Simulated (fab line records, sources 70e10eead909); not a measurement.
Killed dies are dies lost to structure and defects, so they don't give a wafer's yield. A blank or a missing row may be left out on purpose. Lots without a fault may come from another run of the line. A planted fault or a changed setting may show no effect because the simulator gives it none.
Chamber matching | flow nand_harc | NHARC_A_DECK1_JOINT_CMP_02 on cmp-04: 4 sister chambers
The step polishes SiOx. 22 wafers are shown with their chamber, then 11 later ones without.

WAFERS WITH THEIR CHAMBER
wafer  | chamber | motor_current_A (A)
L074.3 | 1       | 11.5
L074.4 | 3       | 12.5
L074.6 | 3       | 13.3
L075.3 | 1       | 11.7
L075.4 | 3       | 13.9
L075.5 | 2       | 11.0
L076.4 | 1       | 11.8
L076.5 | 1       | 12.1
L076.6 | 0       | 11.4
L077.1 | 0       | 11.9
L077.2 | 2       | 11.4
L077.4 | 3       | 12.6
L083.1 | 3       | 13.1
L083.4 | 0       | 12.3
L083.6 | 1       | 11.8
L086.3 | 3       | 13.3
L086.4 | 2       | 10.9
L086.6 | 0       | 11.3
L089.2 | 0       | 11.5
L089.3 | 2       | 11.5
L089.5 | 3       | 12.5
L091.2 | 2       | 11.5

SIGNATURES (means of the wafers above)
reading         | chamber 0 | chamber 1 | chamber 2 | chamber 3 | scatter within a chamber
motor_current_A | 11.680    | 11.780    | 11.260    | 13.029    | 0.399
Rule: a wafer's distance from a chamber is the root of the sum, over the readings, of the square of ((its reading less the chamber's mean) divided by the reading's scatter). The wafer belongs to the nearest chamber; if the next one is less than 2 further off, it can't be placed. The scatter: the root of (the sum of the squares of (reading less its chamber's mean) over the shown wafers, divided by (wafers less chambers)).

WAFERS WITHOUT THEIR CHAMBER
wafer  | motor_current_A (A)
L091.3 | 11.8
L091.5 | 11.3
L092.4 | 13.0
L092.5 | 13.9
L092.6 | 11.2
L093.4 | 12.8
L093.5 | 11.4
L093.6 | 10.7
L096.2 | 12.9
L096.5 | 11.4
L096.6 | 10.9

WHICH CHAMBER EACH WENT THROUGH
wafer  | from the rows above          | in truth
L091.3 | can't be placed: 1 or 0 or 2 | 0
L091.5 | can't be placed: 2 or 0 or 1 | 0
L092.4 | 3                            | 3
L092.5 | 3                            | 3
L092.6 | can't be placed: 2 or 0 or 1 | 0
L093.4 | can't be placed: 3 or 1      | 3
L093.5 | can't be placed: 2 or 0 or 1 | 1
L093.6 | can't be placed: 2 or 0 or 1 | 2
L096.2 | 3                            | 3
L096.5 | can't be placed: 2 or 0 or 1 | 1
L096.6 | can't be placed: 2 or 0 or 1 | 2
Placed correctly: 3 of 11. Can't be placed from these rows: 8 (the true chamber is among the candidates in 8). Placed wrongly: 0.
